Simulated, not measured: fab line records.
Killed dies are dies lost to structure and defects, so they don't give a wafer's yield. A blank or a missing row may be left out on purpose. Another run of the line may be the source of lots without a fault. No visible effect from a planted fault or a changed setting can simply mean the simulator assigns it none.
Code-filled problem report in 8D (eight disciplines) form / flow n5 finfet / the parts of the form that need people (team, actions taken, sign-off) are left out

1. WHAT WENT WRONG
Wafers without a fault read 0.81 a.u., standard deviation 0.069; oes product au at N5_MIM_BOT_ETCH_ETCH_03 reads a mean of 1.13 a.u. on 6 wafers belonging to 2 lots. Relative to the usual mean, that is a shift of +4.6 standard deviations.
The step: etches the open film in Cl2/BCl3, target depth 12 nm.
The first sign was on wafer L215.1 at day 16 10:22, on rie metal-01. The record has a number at this step for 18 wafers belonging to 6 lots. By rule, "out" or "out of limits" means more than 4 standard deviations away from the usual mean. The rest of the wafers with a number are treated as sound.

2. WHAT IT IS, AND WHAT IT ISN'T
question=which readings at this step | is=oes product au | is not=drypump motor current A, throttle valve pct
question=which lots | is=L215, L220 | is not=L202, L204, L221, L222
question=which wafers of those lots | is=all that have a number | is not=-
question=read on which tools | is=rie metal-01 | is not=rie metal-02, rie metal-03
question=when | is=from day 16 10:22 | is not=up to then (6 sound wafers); but 6 sound wafers of L221, L222 came after

3. WHAT RULES OUT EACH SUSPECT
Counting: any tool at a process step up to the reading is kept as a suspect provided that every lot that is out went through it and no sound lot did after the first of them.
- rie metal-01 at N5_MIM_BOT_ETCH_ETCH_03 (etches the open film in Cl2/BCl3, target depth 12 nm): kept. Every lot that is out went through it, starting with L215 (day 16 10:22), and after that it ran no sound lot; the last sound lot it ran before then is L202 (day 12 14:13). On those wafers its own readings are out: oes product au.
Remaining after the count: rie metal-01 at N5_MIM_BOT_ETCH_ETCH_03.

4. THE CAUSE (what the simulator had put in)
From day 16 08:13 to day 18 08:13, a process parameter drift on rie metal-01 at N5_MIM_BOT_ETCH_ETCH_03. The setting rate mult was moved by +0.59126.
Only this tool survived the counting.

5. THE CHAIN OF EFFECTS, in route order
Each row: a reading whose mean over the struck wafers that have a number lies more than 3 standard deviations from the usual. Only readings for which the record gives a usual standard deviation are gone through. hours: the time from each lot's start at the first step in this table that gives one to its start at this step, as a median over the lots. sigmas: the change in usual standard deviations.
hours=0; step=N5_MIM_BOT_ETCH_ETCH_03; reading=oes product au; usual=0.81 a.u.; on struck wafers=1.13; change=+0.32; sigmas=+4.6
It contains these process steps:
- N5_MIM_BOT_ETCH_ETCH_03: etches the open film in Cl2/BCl3, target depth 12 nm.

6. HOW IT WOULD HAVE BEEN CAUGHT EARLIER
In this record no reading fell out of limits until day 16 10:22, 2 hours after the fault had begun at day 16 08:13.
